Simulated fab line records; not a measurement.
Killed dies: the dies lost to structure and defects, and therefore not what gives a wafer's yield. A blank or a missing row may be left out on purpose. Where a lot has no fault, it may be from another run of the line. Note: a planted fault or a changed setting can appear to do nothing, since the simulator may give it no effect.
fab line records | flow n5Finfet
record lots=3 wafers=8 lastDay=17
route steps=1938 shown BEOL_M2@861 BEOL_M4@1111 PASSIVATION@1936
lots with no fault: from the same line, run without faults
startH: the number of hours between the record's first day and the start of the first shown wafer of the lot | waitH: hours elapsed since this lot's preceding step | " same as the row above | L1.1+2: one row covering several wafers at once | - no value present, or no start provided | * or withheld: withheld | < > ~ a bound
route shown NAME@n: names a module that has steps shown in the file, with the first one's number in the route | usual: mean and standard deviation over wafers with no fault | same: alike in all rows | chamber/n: place in a boat | sites: the reading at each site | _std_site: the standard deviation of these | _edge_site: outer sites' mean less inner sites' | radiusMm: for every site, how far away it sits from the centre of the wafer | mask NAME#n: copy n | behind: tool/chamber where the wafer was last shaped | hold: reason for holding the lot/hours on hold/outcome of the hold | device: whichever transistor did not switch (one of n, p or np) | end of line: the route-end tests of the same wafers | a step with no rows: only its recipe | killed: not the wafer's yield, but the dies lost to structure and defects at the first sort | map: per-die view of a wafer (x killed, . not killed, _ where there is no die)
set.NAME: the run value of the setting; set.NAME@STEP: its run value at that earlier step | model.NAME: the simulator's own value behind a step, which no gauge read
lots seen at some steps along the route; tables by step, rows by wafer
services: from which hour (startH, from the record's first day; less than 0 if before it) a tool's chamber was out of use, for how many hours, and why
## steps
# step N5_BEOL_M2_STRIP_65
# recipe chemistry=N2/H2 tempC=40 n2FlowSccm=200 h2FlowSccm=200 rfFrequencyHz=6e+07
# step N5_BEOL_M2_STRIP_75
# recipe chemistry=N2/H2 tempC=40 n2FlowSccm=200 h2FlowSccm=200 rfFrequencyHz=6e+07
# step N5_BEOL_M2_STRIP_66
# recipe chemistry=CF4 resist=SiARC powerW=300 biasPowerW=75 pressureMtorr=50 cf4FlowSccm=150 rfFrequencyHz=6e+07
# step N5_BEOL_M2_HM_OPEN_17
# recipe chemistry=Cl2/BCl3 targetDepthA=200 overetchA=60 target=TiN maskMaterial=SOC ionEnergyEv=150 pressureMtorr=10 icpW=1000 biasW=126 Cl2_flow_sccm=53.25 bcl3FlowSccm=21.75 Ar_flow_sccm=25
# step N5_BEOL_M2_STRIP_19
# recipe chemistry=O2 powerW=400 tempC=40 pressureMtorr=30 rfFrequencyHz=6e+07 biasPowerW=0 overashFraction=0.2 o2FlowSccm=225
# step N5_BEOL_M2_COAT_67
# recipe resist=SOC tempC=250 timeS=60 spinRpm=1500 resistThkNm=60
# step N5_BEOL_M2_COAT_68
# recipe resist=SiARC tempC=220 timeS=60 spinRpm=1500 resistThkNm=12
# step N5_BEOL_M2_COAT_76
# recipe resist=underlayer tempC=205 timeS=60 spinRpm=1500 resistThkNm=5
# step N5_BEOL_M2_COAT_22
# recipe resist=CAR-EUV spinRpm=1500 resistThkNm=30
# step N5_BEOL_M2_EBR_24
# recipe solvent=PGMEA ebrWidthMm=1.5
# step N5_BEOL_M2_SOFTBAKE_23
# recipe tempC=110 timeS=60 resist=CAR-EUV
# step N5_BEOL_M2_EXPOSE_25
# recipe maskId=V1 na=0.33 sourceShape=quasar sigmaInner=0.2 sigmaOuter=0.8 polarization=unpolarized defocusNm=5 doseMj=63
# same na=0.33
# columns lot.wafer tool chamber startH waitH mask
L415.2+3+6 euvScanner-01 0 177.49 - V1#0
L423.2+3 euvScanner-01 0 220.17 - V1#0
L426.1+2+6 euvScanner-02 0 233.99 - V1#0
# step N5_BEOL_M2_PEB_26
# recipe pebTempC=100 pebTimeS=60 resist=CAR-EUV
# step N5_BEOL_M2_DEVELOP_27
# recipe developTimeS=30 developer=TMAH resist=CAR-EUV rinseLiquid=surfactantRinse dry=airSpin devTempC=23
# step N5_BEOL_M2_CD_MEAS_28
# recipe targetCdNm=26.2 landingEnergyEv=500 detector=seInlens targetCdYNm=24.1 polarity=opening
# usual cdNm=26.30/0.24
# same landingEnergyEv=500
# columns lot.wafer tool chamber startH waitH cdNm
L415.2 cdSem-01 0 177.63 - 26.61
L415.3 " 0 " " 26.51
L415.6 " 0 " " 25.97
L423.2 cdSem-03 0 220.31 - 26.39
L423.3 " 0 " " 23.37
L426.1 cdSem-02 0 234.14 - 26.21
L426.2 " 0 " " 26.39
L426.6 " 0 " " 26.40
# step N5_BEOL_M2_DESCUM_33
# recipe chemistry=O2 timeS=7 sourcePowerW=50 biasPowerW=20 pressureMtorr=20 rfFrequencyHz=2.712e+07 tempC=40 resist=CAR-EUV o2FlowSccm=225
# step N5_BEOL_M2_ETCH_77
# recipe chemistry=N2/H2 target=underlayer targetDepthA=65 maskMaterial=CAR-EUV timeS=5.2 ionEnergyEv=200 pressureMtorr=30 sourceW=840 biasW=150 n2FlowSccm=200 h2FlowSccm=200 ends=cleared
# step N5_BEOL_M2_ETCH_69
# recipe chemistry=CF4 target=SiARC targetDepthA=156 maskMaterial=CAR-EUV timeS=26 ionEnergyEv=80 pressureMtorr=40 sourceW=545 biasW=36 Ar_flow_sccm=100 cf4FlowSccm=100 ends=cleared
# step N5_BEOL_M2_ALD_98
# recipe material=SiO2 targetThkA=25 tempC=100 aldPrecursorFamily=BDEAS aldCoReactant=O2-plasma pulseTimeS=1 coReactantPulseTimeS=1 purgeTimeS=2 coReactantPurgeTimeS=2 aldCycles=17 pressureTorr=2
# step N5_BEOL_M2_ETCHBACK_99
# recipe chemistry=CHF3 target=SiO2 targetDepthA=50 timeS=10.4 sourceW=215 biasW=47 Ar_flow_sccm=200 CHF3_flow_sccm=12 ionEnergyEv=100 pressureMtorr=30
# step N5_BEOL_M2_ETCH_70
# recipe chemistry=N2/H2 target=SOC targetDepthA=800 overetchA=240 maskMaterial=SiARC tempC=40 timeS=130 ionEnergyEv=200 pressureMtorr=30 sourceW=840 biasW=150 n2FlowSccm=200 h2FlowSccm=200
# step N5_BEOL_M2_STRIP_71
# recipe chemistry=N2/H2 tempC=40 n2FlowSccm=200 h2FlowSccm=200 rfFrequencyHz=6e+07
# step N5_BEOL_M2_STRIP_78
# recipe chemistry=N2/H2 tempC=40 n2FlowSccm=200 h2FlowSccm=200 rfFrequencyHz=6e+07
# step N5_BEOL_M2_VIA_ETCH_34
# recipe chemistry=C4F6/O2 targetDepthA=694 maskMaterial=SOC pressureMtorr=15 ionEnergyEv=250 taperDeg=4 timeS=65.9 sourceW=350 biasW=170 Ar_flow_sccm=300 C4F6_flow_sccm=10 O2_flow_sccm=10
# step N5_BEOL_M2_STRIP_83
# recipe chemistry=C4F6/O2 resist=SiARC rfFrequencyHz=6e+07
# step N5_BEOL_M2_STRIP_36
# recipe chemistry=N2/H2 powerW=450 tempC=40 pressureMtorr=20 rfFrequencyHz=6e+07 overashFraction=0.3 biasPowerW=7 h2Frac=0.5 n2FlowSccm=200 h2FlowSccm=200
# step N5_BEOL_M2_TRENCH_ETCH_37
# recipe chemistry=C4F6/O2 targetDepthA=555.55 target=SiOC timeS=29.2 ionEnergyEv=250 pressureMtorr=30 sourceW=355 biasW=185 Ar_flow_sccm=300 C4F6_flow_sccm=10 O2_flow_sccm=10
# step N5_BEOL_M2_ETCH_41
# recipe chemistry=CH3F/O2 target=SiCN targetDepthA=299 taperDeg=2 timeS=52.5 ionEnergyEv=120 maskMaterial=TiN pressureMtorr=30 sourceW=395 biasW=75 Ar_flow_sccm=150 CH3F_flow_sccm=30 O2_flow_sccm=20
# step N5_BEOL_M2_STRIP_97
# recipe chemistry=N2/H2 timeS=10 powerW=450 tempC=40 pressureMtorr=20 rfFrequencyHz=6e+07 biasPowerW=7 n2FlowSccm=200 h2FlowSccm=200
# step N5_BEOL_M2_HM_STRIP_39
# recipe chemistry=peroxideTinStrip material=TiN targetDepthA=250 tempC=50 timeS=158
# step N5_BEOL_M2_SRD_40
# recipe timeS=30 tempC=23 rinseLiquid=diw dry=ipaMarangoni
# step N5_BEOL_M2_PRECLEAN_42
# recipe chemistry=residueRemover timeS=60 tempC=40
# step N5_BEOL_M2_SRD_43
# recipe timeS=30 tempC=23 rinseLiquid=diw dry=ipaMarangoni
# step N5_BEOL_M2_DEGAS_44
# recipe ambient=vacuum tempC=250 timeS=60
# step N5_BEOL_M2_PRE_CLEAN_45
# recipe gas=H2/He timeS=30 tempC=250
# step N5_BEOL_M2_ALD_84
# recipe material=TaN targetThkA=* tempC=275 aldPrecursorFamily=PDMAT aldCoReactant=NH3 pressureTorr=3 carrierFlowSccm=1500 pulseTimeS=2 purgeTimeS=3 coReactantPurgeTimeS=2 coReactantPulseTimeS=3 aldCycles=30 precursorVesselTempC=75 precursorVesselPressureTorr=26.25 precursorVesselCarrierSccm=1000
# step N5_BEOL_M2_SURFACE_TREAT_85
# recipe gas=Ar timeS=* ionEnergyEv=* ionCurrentMaCm2=0.5 pressureMtorr=* arFlowSccm=30
# step N5_BEOL_M4_RC_MEAS_101
# usual DIBL_N=36.6/1.9 DIBL_P=36.7/2.2 IOFF_N=0.16/0.035 IOFF_P=0.22/0.038 ION_N=672/14 ION_P=462/8.3 SS_N=71.6/0.65 SS_P=73.5/0.72 VT_N=250/3.5 VT_P=-250/3.1
# columns lot.wafer tool chamber startH waitH DIBL_N[mV/V] DIBL_P[mV/V] IOFF_N[nA/um] IOFF_P[nA/um] ION_N[uA/um] ION_P[uA/um] SS_N[mV/dec] SS_P[mV/dec] VT_N[mV] VT_P[mV]
L415.2 prober-02 0 223.06 0.2 40.4 41.0 0.23 0.28 669 458 72.8 73.7 247 -247
L415.3 " 0 " " 31.4 31.7 0.08 0.14 641 456 70.6 72.0 259 -252
L415.6 " 0 " " 38.7 39.8 0.19 0.27 682 472 72.1 74.0 246 -245
L423.2 prober-01 0 272.07 0.2 35.8 35.7 0.15 0.20 681 470 71.4 73.1 248 -252
L426.1 prober-01 0 291.00 0.0 35.8 37.3 0.15 0.24 676 466 71.3 74.4 251 -247
L426.2 " 0 " " 40.0 41.2 0.24 0.32 666 461 72.7 75.3 249 -245
L426.6 " 0 " " 35.4 37.4 0.15 0.23 662 467 71.4 74.0 252 -247
# step N5_PASSIVATION_PROBE_49
# usual defectLimitedYield=91.6/1.4 killed_at_M0_to_M3=35/10 killed_at_M4_up=13/4.8 killedAtContacts=12/7.2 killedAtFrontEnd=36/12 killedAtOther=4/3.1 killedDies=100/17 killedOnRim=13/4.2 killedOpen=66/13 killedShort=32/7.3 sort_bin_4_leakage=0.00/0.0099 sort_bin_5_function=5.0/0.94 sort_bin_6_memory=3.1/0.67 sort_bin_8_speed=0.01/0.047 sortNPass=1080/17 sortYieldPct=91.6/1.4
# same grossDies=1180 killedAtBackSide=0
# columns lot.wafer tool chamber startH waitH defectLimitedYield[%] killed_at_M0_to_M3 killed_at_M4_up killedAtContacts killedAtFrontEnd killedAtOther killedDies killedOnRim killedOpen killedShort sort_bin_4_leakage[%] sort_bin_5_function[%] sort_bin_6_memory[%] sort_bin_8_speed[%] sortNPass sortYieldPct[%]
L415.2 prober-02 - 356.07 0.1 89.7 63 7 24 23 5 122 21 73 48 0 5.6 4.4 0 1058 89.7
L415.3 prober-02 - 356.12 0.1 93.6 21 8 29 17 1 76 6 52 24 0 3.6 2.6 0.25 1101 93.3
L415.6 prober-02 - 356.27 0.3 91.9 24 11 33 25 3 96 11 68 26 0 5.1 3.0 0 1084 91.9
L423.2 prober-01 - 389.06 0.1 91.7 31 11 9 43 4 98 13 70 28 0 4.6 3.4 0 1082 91.7
L423.3 prober-01 - 389.11 0.1 0 1102 16 15 43 4 1180 152 74 37 0 5.8 3.4 0 0 0
L426.1 prober-01 - 412.09 0.0 92.6 27 9 13 32 6 87 13 52 35 0 4.2 2.8 0 1093 92.6
L426.2 prober-01 - 412.14 0.1 91.9 33 15 19 25 3 95 13 68 27 0.08 5.5 2.5 0 1084 91.9
L426.6 prober-01 - 412.34 0.3 91.1 20 10 19 48 8 105 8 64 41 0 4.6 3.8 0 1075 91.1
# killed by level:class
L415.2 BEOL_M0_SAQP:geometricParticle:short=23 MOL_CONTACT_COAG:geometricParticle:open=20 BEOL_M0_SAQP:geometricParticle:open=13 BEOL_M2:geometricParticle:open=12 STI_FIN_REVEAL:geometricParticle:open=6 BEOL_M1:geometricParticle:open=5 MOL_CONTACT_COAG:geometricParticle:short=4 BEOL_M3:geometricParticle:open=4
L415.3 MOL_CONTACT_COAG:geometricParticle:open=24 BEOL_M0_SAQP:geometricParticle:short=9 BEOL_M0_SAQP:geometricParticle:open=7 MOL_CONTACT_COAG:geometricParticle:short=5 FIN_SAQP:geometricParticle:short=4 STI_FIN_REVEAL:geometricParticle:open=4 BEOL_M2:geometricParticle:short=3 FIN_SAQP:geometricParticle:open=2
L415.6 MOL_CONTACT_COAG:geometricParticle:open=26 STI_FIN_REVEAL:geometricParticle:open=10 BEOL_M2:geometricParticle:open=8 MOL_CONTACT_COAG:geometricParticle:short=7 BEOL_M0_SAQP:geometricParticle:short=6 BEOL_M3:geometricParticle:open=6 FIN_SAQP:geometricParticle:short=5 FIN_SAQP:geometricParticle:open=4
L423.2 BEOL_M1:geometricParticle:open=11 STI_FIN_REVEAL:geometricParticle:open=9 FIN_SAQP:geometricParticle:short=6 FIN_SAQP:geometricParticle:open=6 BEOL_M2:geometricParticle:open=6 STARTING-WAFER:geometricParticle:open=6 MOL_CONTACT_COAG:geometricParticle:open=5 BEOL_M3:geometricParticle:open=5
L423.3 BEOL_M2:areaExpose=1067 FIN_SAQP:geometricParticle:open=13 MOL_CONTACT_COAG:geometricParticle:open=10 FIN_SAQP:geometricParticle:short=8 BEOL_M1:geometricParticle:open=7 BEOL_M2:geometricParticle:open=7 STI_FIN_REVEAL:geometricParticle:open=6 BEOL_M0_SAQP:geometricParticle:short=6
L426.1 MOL_CONTACT_COAG:geometricParticle:open=11 STI_FIN_REVEAL:geometricParticle:open=9 BEOL_M0_SAQP:geometricParticle:short=7 BEOL_M3:geometricParticle:open=5 FIN_SAQP:geometricParticle:short=4 GATE_CUT:geometricParticle:short=4 BEOL_M0_SAQP:geometricParticle:open=4 STARTING-WAFER:geometricParticle:open=3
L426.2 MOL_CONTACT_COAG:geometricParticle:open=16 BEOL_M0_SAQP:geometricParticle:open=9 BEOL_M3:geometricParticle:open=9 BEOL_M4:geometricParticle:open=9 BEOL_M0_SAQP:geometricParticle:short=6 FIN_SAQP:geometricParticle:open=4 STI_FIN_REVEAL:geometricParticle:open=4 FIN_SAQP:geometricParticle:short=3
L426.6 MOL_CONTACT_COAG:geometricParticle:open=14 FIN_SAQP:geometricParticle:short=11 DUMMY_GATE:geometricParticle:open=8 BEOL_M0_SAQP:geometricParticle:open=7 FIN_SAQP:geometricParticle:open=6 GATE_CUT:geometricParticle:short=5 MOL_CONTACT_COAG:geometricParticle:short=5 DUMMY_GATE:geometricParticle:short=4
# map L423.3 (x killed, . not)
_________________xxxxxxxxxxxx________________
______________xxxxxxxxxxxxxxxxxx_____________
___________xxxxxxxxxxxxxxxxxxxxxxxx__________
__________xxxxxxxxxxxxxxxxxxxxxxxxxx_________
________xxxxxxxxxxxxxxxxxxxxxxxxxxxxxx_______
_______xxxxxxxxxxxxxxxxxxxxxxxxxxxxxxxx______
______xxxxxxxxxxxxxxxxxxxxxxxxxxxxxxxxxx_____
_____xxxxxxxxxxxxxxxxxxxxxxxxxxxxxxxxxxxx____
____xxxxxxxxxxxxxxxxxxxxxxxxxxxxxxxxxxxxxx___
___xxxxxxxxxxxxxxxxxxxxxxxxxxxxxxxxxxxxxxxx__
___xxxxxxxxxxxxxxxxxxxxxxxxxxxxxxxxxxxxxxxx__
__xxxxxxxxxxxxxxxxxxxxxxxxxxxxxxxxxxxxxxxxxx_
__xxxxxxxxxxxxxxxxxxxxxxxxxxxxxxxxxxxxxxxxxx_
_xxxxxxxxxxxxxxxxxxxxxxxxxxxxxxxxxxxxxxxxxxxx
_xxxxxxxxxxxxxxxxxxxxxxxxxxxxxxxxxxxxxxxxxxxx
_xxxxxxxxxxxxxxxxxxxxxxxxxxxxxxxxxxxxxxxxxxxx
_xxxxxxxxxxxxxxxxxxxxxxxxxxxxxxxxxxxxxxxxxxxx
_xxxxxxxxxxxxxxxxxxxxxxxxxxxxxxxxxxxxxxxxxxxx
_xxxxxxxxxxxxxxxxxxxxxxxxxxxxxxxxxxxxxxxxxxxx
_xxxxxxxxxxxxxxxxxxxxxxxxxxxxxxxxxxxxxxxxxxxx
_xxxxxxxxxxxxxxxxxxxxxxxxxxxxxxxxxxxxxxxxxxxx
__xxxxxxxxxxxxxxxxxxxxxxxxxxxxxxxxxxxxxxxxxx_
__xxxxxxxxxxxxxxxxxxxxxxxxxxxxxxxxxxxxxxxxxx_
___xxxxxxxxxxxxxxxxxxxxxxxxxxxxxxxxxxxxxxxx__
___xxxxxxxxxxxxxxxxxxxxxxxxxxxxxxxxxxxxxxxx__
____xxxxxxxxxxxxxxxxxxxxxxxxxxxxxxxxxxxxxx___
_____xxxxxxxxxxxxxxxxxxxxxxxxxxxxxxxxxxxx____
______xxxxxxxxxxxxxxxxxxxxxxxxxxxxxxxxxx_____
_______xxxxxxxxxxxxxxxxxxxxxxxxxxxxxxxx______
________xxxxxxxxxxxxxxxxxxxxxxxxxxxxxx_______
__________xxxxxxxxxxxxxxxxxxxxxxxxxx_________
___________xxxxxxxxxxxxxxxxxxxxxxxx__________
______________xxxxxxxxxxxxxxxxxx_____________
_________________xxxxxxxxxxxx________________
# map L415.2 (x killed, . not)
_________________.......x....________________
______________...........xx...x._____________
___________......x...............x.__________
__________x...x....................._________
________............x.x............xx._______
_______........x...............x.......______
______.............x.....x.....x...x...._____
_____..............xx.x.x.........x......____
____..x..............x................x...___
___....................x...x..........x...x__
___....x......xxx.............x........x...__
__...x.......x.................x....x.x.x.xx_
__.......x.......x.........x..........x....._
_...................xx....x............x....x
_..x.......................x.........x......x
_.................x...............x..........
_........xxx..x............x.................
_......x.........................x.......x...
_..........................x..............x..
_....x.x.x....x......xx........x.............
_..............x...............x...x....x..x.
__.......x...........x........x.........x..._
__.x......x.......x........x....x..........._
___.............x..................x..x....__
___....xx..........................xx......__
____..x...xx.....x.......x..x..........x..___
_____.......x........x...................____
______.x....x..........x..x............x_____
_______......x.........................______
________.x.x.................x........_______
__________.x.......................x_________
___________.............x.x........__________
______________.................x_____________
_________________....xx......________________
## services
# columns tool chamber startH hours kind
euvScanner-02 - 164.78 1.0 pm
euvScanner-02 - 176.37 1.6 repair
euvScanner-02 - 185.36 4.6 pm
euvScanner-01 - 189.96 1.0 pm
euvScanner-01 - 196.49 12.0 pm
euvScanner-02 - 220.93 1.0 pm
## key
firstSign step=N5_BEOL_M2_CD_MEAS_28 reading=cdNm direction=down sigmas=12 usual=26.30 struck=23.37
effect step=N5_PASSIVATION_PROBE_49 reading=killed_at_M0_to_M3 direction=up sigmas=99+ usual=35 struck=1102
moreKillsBornAt N5_BEOL_M2_EXPOSE_25@euvScanner-01=1067
metAt N5_BEOL_M2_EXPOSE_25
struckWafers L423.3
laterRowsLeftOut L423.3
onsetBetween 177.49 220.17
fault kind=processParameterDrift tool=euvScanner-01 chamber=- onsetH=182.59 steps=N5_BEOL_M2_EXPOSE_25 channel=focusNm offset=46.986 shape=step endH=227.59 scope=struckWafersOnly
# laterRowsLeftOut: the simulator's readings of these wafers behind a module that went badly wrong aren't trusted and aren't shown, but for the sort
